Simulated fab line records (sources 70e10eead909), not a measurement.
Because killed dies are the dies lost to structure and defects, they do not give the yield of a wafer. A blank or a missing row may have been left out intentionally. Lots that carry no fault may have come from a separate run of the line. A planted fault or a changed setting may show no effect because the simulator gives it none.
fab line records ; flow nand_harc
record lots=12; wafers=36; last_day=24
route steps=1159 shown A_CHANNEL_HOLE_D1@478 A_CHANNEL_FILL_D1@492
lots that met no fault: from a run of the same line without faults
start_h: hours from the record's first day to the start of the lot's first wafer shown ; wait_h: hours since the lot's step before ; " as in the row above ; L1.1+2: a single row standing in for several wafers ; - no value present, or no start provided ; * or withheld: withheld ; < > ~ a bound
route shown NAME@n: names a module that has steps shown in the file, with the first one's number in the route ; usual: mean/standard deviation of fault-free wafers ; same: alike in all rows ; chamber/n: place in a boat ; sites: the reading at each site ; _std_site: standard deviation of those values ; _edge_site: mean of outer sites minus mean of inner sites ; radius_mm: for every site, how far away it sits from the centre of the wafer ; mask NAME#n: copy n ; behind: the tool/chamber that last shaped the wafer ; hold: why the lot was held/for how many hours/how that ended ; device: whichever transistor did not switch (one of n, p or np) ; end of line: the route-end tests of the same wafers ; step lacking rows: just its recipe ; killed: not the wafer's yield, but the dies lost to structure and defects at the first sort ; map: per-die view of a wafer (x killed, . not killed, _ where there is no die)
set.NAME: the run value of the setting; set.NAME@STEP: its run value at that earlier step ; model.NAME: the simulator's own value behind a step, which no gauge read
steps of the route over a sample of lots; a table a step, a row a wafer
services: from which hour (start_h, from the record's first day; less than 0 if before it) a tool's chamber was out of use, for how many hours, and why
## steps
# step NHARC_A_CHANNEL_HOLE_D1_ETCH_26
# recipe bias_v=300; source_w=2000; pressure_mtorr=30; time_s=224.1; ar_flow_sccm=375; c4f8_flow_sccm=11.4; o2_flow_sccm=113.6; temp_c=-20; target_depth_a=3000; chemistry=C4F8/O2/Ar
# usual drypump_motor_current_A=6.0/0.81; showerhead_plenum_p_Torr=3.76/0.088; throttle_valve_pct=24.585/0.01
lot.wafer;tool;chamber;start_h;wait_h;drypump_motor_current_A;rf_hours_counter_h;showerhead_plenum_p_Torr;throttle_valve_pct
L298.2;har_etch-02;0;183.73;0.7;4.8;103;3.77;24.591
L298.1;har_etch-02;1;183.73;0.7;6.8;103;3.83;24.581
L298.5;har_etch-02;0;183.73;0.7;4.8;-;3.77;24.579
L299.1;har_etch-02;0;195.57;0.6;4.8;113;3.76;24.604
L299.4;har_etch-02;1;195.57;0.6;6.9;-;3.83;24.601
L299.6;har_etch-02;0;195.57;0.6;4.8;-;3.76;24.579
L302.2;har_etch-02;0;204.13;0.6;4.8;117;3.76;24.578
L302.4;har_etch-02;1;204.13;0.6;6.8;-;3.82;24.570
L302.6;har_etch-02;0;204.13;0.6;4.8;-;3.76;24.601
L303.3;har_etch-01;1;219.89;0.5;6.4;-;3.87;24.576
L303.4;har_etch-01;0;219.89;0.5;6.4;-;3.62;24.574
L303.5;har_etch-01;1;219.89;0.5;6.4;-;3.87;24.592
L304.1;har_etch-02;0;219.94;0.7;4.8;122;3.76;24.581
L304.2;har_etch-02;1;219.94;0.7;6.8;122;3.82;24.579
L304.6;har_etch-02;1;219.94;0.7;6.8;-;3.82;24.594
L305.1;har_etch-01;1;229.68;0.6;6.4;212;3.87;24.604
L305.5;har_etch-01;0;229.68;0.6;6.4;-;3.62;24.564
L305.6;har_etch-01;1;229.68;0.6;6.3;-;3.87;24.591
L308.1;har_etch-01;0;255.22;0.7;6.4;224;3.61;24.582
L308.3;har_etch-01;1;255.22;0.7;6.4;-;3.86;24.587
L308.5;har_etch-01;0;255.22;0.7;6.4;-;3.61;24.582
L316.2;har_etch-02;0;298.01;0.6;4.8;157;3.74;24.590
L316.4;har_etch-02;1;298.01;0.6;6.8;-;3.80;24.592
L316.6;har_etch-02;1;298.01;0.6;6.8;-;3.80;24.589
L317.4;har_etch-01;0;301.69;0.5;6.4;-;3.60;24.577
L317.3;har_etch-01;1;301.69;0.5;6.3;-;3.85;24.577
L317.6;har_etch-01;1;301.69;0.5;6.4;-;3.85;24.573
L319.1;har_etch-02;0;305.87;0.7;4.8;161;3.74;24.597
L319.4;har_etch-02;0;305.87;0.7;4.8;-;3.74;24.576
L319.3;har_etch-02;1;305.87;0.7;6.9;-;3.80;24.583
L318.2;har_etch-01;1;307.64;0.7;6.3;246;3.85;24.592
L318.1;har_etch-01;0;307.64;0.7;6.4;246;3.60;24.578
L318.3;har_etch-01;1;307.64;0.7;6.3;-;3.85;24.586
L320.1;har_etch-02;1;317.45;0.7;6.8;169;3.79;24.594
L320.4;har_etch-02;0;317.45;0.7;4.8;-;3.73;24.596
L320.5;har_etch-02;0;317.45;0.7;4.8;-;3.73;24.585
# step NHARC_A_CHANNEL_HOLE_D1_STRIP_27
# recipe o2_flow_sccm=500; ar_flow_sccm=0; bias_w=0; chemistry=O2
# usual drypump_motor_current_A=5.9/0.38; oes_product_au=1.001/0.0072; rf_vpp_V=57.8/0.93; showerhead_plenum_p_Torr=3.52/0.13; throttle_valve_pct=17.035/0.0092
lot.wafer;tool;chamber;start_h;wait_h;drypump_motor_current_A;oes_product_au;rf_hours_counter_h;rf_vpp_V;showerhead_plenum_p_Torr;throttle_valve_pct
L298.1;rie_diel-11;3;-;-;5.9;0.992;10;58.0;3.35;17.047
L298.2;rie_diel-11;0;-;-;5.9;0.997;10;57.1;3.54;17.040
L298.5;rie_diel-11;0;-;-;5.9;0.996;-;58.3;3.54;17.023
L299.1;rie_diel-04;3;-;-;5.7;1.000;6;58.7;3.61;17.035
L299.4;rie_diel-04;1;-;-;5.4;1.002;6;57.1;3.46;17.036
L299.6;rie_diel-04;3;-;-;5.7;1.001;-;58.6;3.61;17.029
L302.4;rie_diel-11;1;-;-;6.6;0.990;0;56.7;3.36;17.019
L302.2;rie_diel-11;2;-;-;5.7;1.005;0;58.1;3.72;17.029
L302.6;rie_diel-11;0;-;-;5.9;0.995;-;57.4;3.54;17.030
L303.4;rie_diel-04;1;-;-;5.4;1.006;8;58.2;3.46;17.034
L303.3;rie_diel-04;2;-;-;6.3;1.007;8;55.7;3.63;17.040
L303.5;rie_diel-04;0;-;-;5.7;0.994;-;57.2;3.51;17.031
L304.1;rie_diel-09;1;-;-;5.7;0.999;10;58.1;3.72;17.022
L304.2;rie_diel-09;2;-;-;5.2;1.002;9;59.0;3.55;17.046
L304.6;rie_diel-09;2;-;-;5.2;0.997;-;58.0;3.55;17.032
L305.1;rie_diel-11;0;-;-;5.9;1.009;2;56.9;3.53;17.045
L305.6;rie_diel-11;3;-;-;5.9;1.015;-;56.7;3.35;17.036
L305.5;rie_diel-11;0;-;-;5.9;1.005;-;57.6;3.53;17.027
L308.1;rie_diel-04;2;-;-;6.2;1.000;11;58.7;3.63;17.042
L308.3;rie_diel-04;0;-;-;5.6;0.997;12;58.0;3.51;17.021
L308.5;rie_diel-04;1;-;-;5.4;1.002;-;56.6;3.45;17.043
L316.4;rie_diel-04;0;-;-;5.6;0.998;0;58.1;3.51;17.030
L316.2;rie_diel-04;3;-;-;5.7;1.005;0;56.9;3.61;17.040
L316.6;rie_diel-04;1;-;-;5.4;1.001;-;58.0;3.45;17.044
L317.4;rie_diel-04;2;-;-;6.3;1.012;0;58.1;3.63;17.039
L317.3;rie_diel-04;3;-;-;5.7;0.995;0;56.2;3.61;17.020
L317.6;rie_diel-04;2;-;-;6.2;1.004;-;57.3;3.63;17.050
L319.4;rie_diel-11;2;-;-;5.7;1.001;7;58.0;3.72;17.041
L319.1;rie_diel-11;3;-;-;5.9;1.004;7;58.2;3.35;17.015
L319.3;rie_diel-11;1;-;-;6.7;0.997;6;58.2;3.36;17.051
L318.2;rie_diel-11;1;-;-;6.6;0.991;6;55.8;3.36;17.028
L318.1;rie_diel-11;2;-;-;5.7;1.003;7;59.1;3.71;17.033
L318.3;rie_diel-11;0;-;-;5.9;0.994;7;57.7;3.53;17.048
L320.1;rie_diel-11;0;-;-;5.9;1.009;8;58.0;3.53;17.043
L320.4;rie_diel-11;2;-;-;5.7;1.008;8;57.5;3.71;17.043
L320.5;rie_diel-11;1;-;-;6.6;0.998;-;58.2;3.36;17.037
# step NHARC_A_CHANNEL_FILL_D1_ALD_02
# recipe target_thk_a=60; pulse_time_s=10; ald_cycles=60; temp_c=300; material=SiO2
# usual ald_cycles=60/0; heater_power_outer_w=259/30; heater_power_w=462/51; precursor_pulse_height_rel=0.998/0.02
lot.wafer;tool;chamber;start_h;wait_h;ald_cycles;heater_power_outer_w;heater_power_w;precursor_pulse_height_rel
L298.1;ald_hk-03;0;185.94;-;60;237;387;0.997
L298.2;ald_hk-03;1;185.94;-;60;242;425;1.032
L298.5;ald_hk-03;3;185.94;-;60;295;496;1.002
L299.1;ald_hk-02;3;199.51;-;60;215;400;1.003
L299.4;ald_hk-02;2;199.51;-;60;289;506;1.043
L299.6;ald_hk-02;0;199.51;-;60;290;561;1.013
L302.2;ald_hk-01;1;206.30;-;60;301;508;1.020
L302.4;ald_hk-01;2;206.30;-;60;239;436;1.018
L302.6;ald_hk-01;1;206.30;-;60;292;497;0.998
L303.4;ald_hk-03;1;222.10;-;60;246;427;1.027
L303.3;ald_hk-03;2;222.10;-;60;228;432;0.992
L303.5;ald_hk-03;3;222.10;-;60;299;507;1.006
L304.1;ald_hk-03;2;222.39;-;60;230;425;1.014
L304.2;ald_hk-03;0;222.39;-;60;243;384;1.003
L304.6;ald_hk-03;2;222.39;-;60;223;425;0.971
L305.1;ald_hk-02;1;232.00;-;60;244;468;0.964
L305.6;ald_hk-02;2;232.00;-;60;283;488;0.987
L305.5;ald_hk-02;3;232.00;-;60;216;395;0.979
L308.3;ald_hk-03;0;257.35;-;60;240;398;1.039
L308.1;ald_hk-03;1;257.35;-;60;246;424;0.965
L308.5;ald_hk-03;0;257.35;-;60;240;395;0.982
L316.4;ald_hk-03;0;301.68;-;60;237;391;1.004
L316.2;ald_hk-03;3;301.68;-;60;299;506;0.990
L316.6;ald_hk-03;1;301.68;-;60;247;428;0.996
L317.4;ald_hk-02;0;303.76;-;60;271;528;0.987
L317.3;ald_hk-02;3;303.76;-;60;225;407;0.960
L317.6;ald_hk-02;0;303.76;-;60;272;538;0.995
L319.4;ald_hk-02;0;308.02;-;60;273;535;0.999
L319.1;ald_hk-02;1;308.02;-;60;246;468;0.967
L319.3;ald_hk-02;3;308.02;-;60;220;405;0.977
L318.3;ald_hk-01;0;309.84;-;60;248;453;0.988
L318.1;ald_hk-01;1;309.84;-;60;319;535;0.949
L318.2;ald_hk-01;2;309.84;-;60;235;425;0.985
L320.4;ald_hk-03;0;319.69;-;60;239;395;1.031
L320.1;ald_hk-03;2;319.69;-;60;227;429;0.998
L320.5;ald_hk-03;0;319.69;-;60;240;388;1.007
# step NHARC_A_CHANNEL_FILL_D1_ALD_14
# recipe target_thk_a=25; pulse_time_s=10; ald_cycles=25; temp_c=300; material=SiO2
# usual ald_cycles=25/0; heater_power_outer_w=261/31; heater_power_w=465/50; precursor_pulse_height_rel=1.001/0.019
lot.wafer;tool;chamber;start_h;wait_h;ald_cycles;heater_power_outer_w;heater_power_w;precursor_pulse_height_rel
L298.1;ald_hk-03;2;192.92;0.0;25;221;441;0.980
L298.2;ald_hk-03;1;192.92;0.0;25;243;419;0.996
L298.5;ald_hk-03;3;192.92;0.0;25;295;514;1.013
L299.4;ald_hk-01;2;206.66;0.2;25;235;420;0.997
L299.1;ald_hk-01;1;206.66;0.2;25;296;506;1.012
L299.6;ald_hk-01;3;206.66;0.2;25;311;508;0.979
L302.4;ald_hk-02;0;213.33;0.1;25;289;542;0.999
L302.2;ald_hk-02;1;213.33;0.1;25;244;446;1.010
L302.6;ald_hk-02;3;213.33;0.1;25;217;400;0.998
L303.4;ald_hk-03;3;228.94;0.1;25;288;501;0.974
L303.3;ald_hk-03;0;228.94;0.1;25;239;389;0.991
L303.5;ald_hk-03;2;228.94;0.1;25;226;434;0.982
L304.2;ald_hk-02;2;228.95;0.1;25;280;514;1.025
L304.1;ald_hk-02;3;228.95;0.1;25;219;398;1.016
L304.6;ald_hk-02;2;228.95;0.1;25;282;500;0.992
L305.1;ald_hk-02;2;239.62;0.8;25;287;509;1.019
L305.6;ald_hk-02;1;239.62;0.8;25;240;454;1.021
L305.5;ald_hk-02;2;239.62;0.8;24;288;507;0.984
L308.1;ald_hk-02;2;264.77;0.6;25;282;510;0.991
L308.3;ald_hk-02;0;264.77;0.6;25;292;546;1.004
L308.5;ald_hk-02;3;264.77;0.6;24;221;396;1.025
L316.2;ald_hk-03;3;308.71;0.1;25;302;500;1.029
L316.4;ald_hk-03;0;308.71;0.1;25;243;389;1.014
L316.6;ald_hk-03;1;308.71;0.1;25;237;428;1.003
L317.3;ald_hk-03;1;308.85;0.3;25;247;424;1.003
L317.4;ald_hk-03;0;308.85;0.3;25;240;391;0.993
L317.6;ald_hk-03;2;308.85;0.3;25;229;434;1.008
L319.4;ald_hk-03;2;317.01;1.6;25;230;425;0.999
L319.3;ald_hk-03;3;317.01;1.6;25;301;511;0.999
L319.1;ald_hk-03;0;317.01;1.6;25;233;389;0.988
L318.2;ald_hk-01;2;317.04;1.7;25;238;425;1.024
L318.1;ald_hk-01;3;317.04;1.7;25;298;501;1.014
L318.3;ald_hk-01;0;317.04;1.7;25;244;443;1.010
L320.4;ald_hk-01;1;326.60;0.0;25;315;544;0.984
L320.1;ald_hk-01;3;326.60;0.0;25;304;497;1.014
L320.5;ald_hk-01;1;326.60;0.0;25;311;547;1.050
## services
tool;chamber;start_h;hours;kind
rie_diel-11;0;168.53;-;clean
rie_diel-11;1;168.53;-;clean
rie_diel-11;2;168.53;-;clean
rie_diel-11;3;168.53;-;clean
rie_diel-09;0;169.66;132.0;repair
rie_diel-11;-;189.50;9.0;pm
rie_diel-11;0;189.50;9.0;vent_cycle
rie_diel-11;1;211.50;4.6;repair
ald_hk-01;-;231.67;10.0;pm
rie_diel-04;1;240.22;2.9;repair
rie_diel-09;-;254.10;9.0;pm
ald_hk-02;-;281.63;10.0;pm
ald_hk-02;0;281.63;10.0;vent_cycle
ald_hk-02;1;281.63;10.0;vent_cycle
ald_hk-02;2;281.63;10.0;vent_cycle
ald_hk-02;3;281.63;10.0;vent_cycle
rie_diel-04;-;288.90;9.0;pm
ald_hk-02;0;291.63;-;clean
ald_hk-02;1;291.63;-;clean
ald_hk-02;2;291.63;-;clean
ald_hk-02;3;291.63;-;clean
har_etch-01;-;292.73;5.1;repair
har_etch-01;-;308.03;17.0;pm
rie_diel-04;0;310.28;3.1;repair
## key
first_sign step=NHARC_A_CHANNEL_FILL_D1_ALD_14; reading=ald_cycles; direction=down; sigmas=99+; usual=25; struck=24
effect none on later readings
met_at NHARC_A_CHANNEL_FILL_D1_ALD_14
struck_lots L305,L308
struck_wafers L305.5,L308.5
tester_left_out L305,L308
not_acting_at NHARC_A_CHANNEL_HOLE_D1_ETCH_26,NHARC_A_CHANNEL_HOLE_D1_STRIP_27,NHARC_A_CHANNEL_FILL_D1_ALD_02
fault kind=process_parameter_drift; tool=ald_hk-02; chamber=-; onset_h=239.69; steps=NHARC_A_CHANNEL_FILL_D1_ALD_14; channel=ald_cycles; offset=-1; shape=step; end_h=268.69; scope=struck_wafers_only; acts_in=these_recipes_only; stated=25
# tester_left_out: of these lots the tester's yield and bins aren't shown, on N5 and GAA mostly nor the transistor test; their killed dies are dies lost to structure and defects alone, not to doping, threshold or leakage, so they don't give the yield
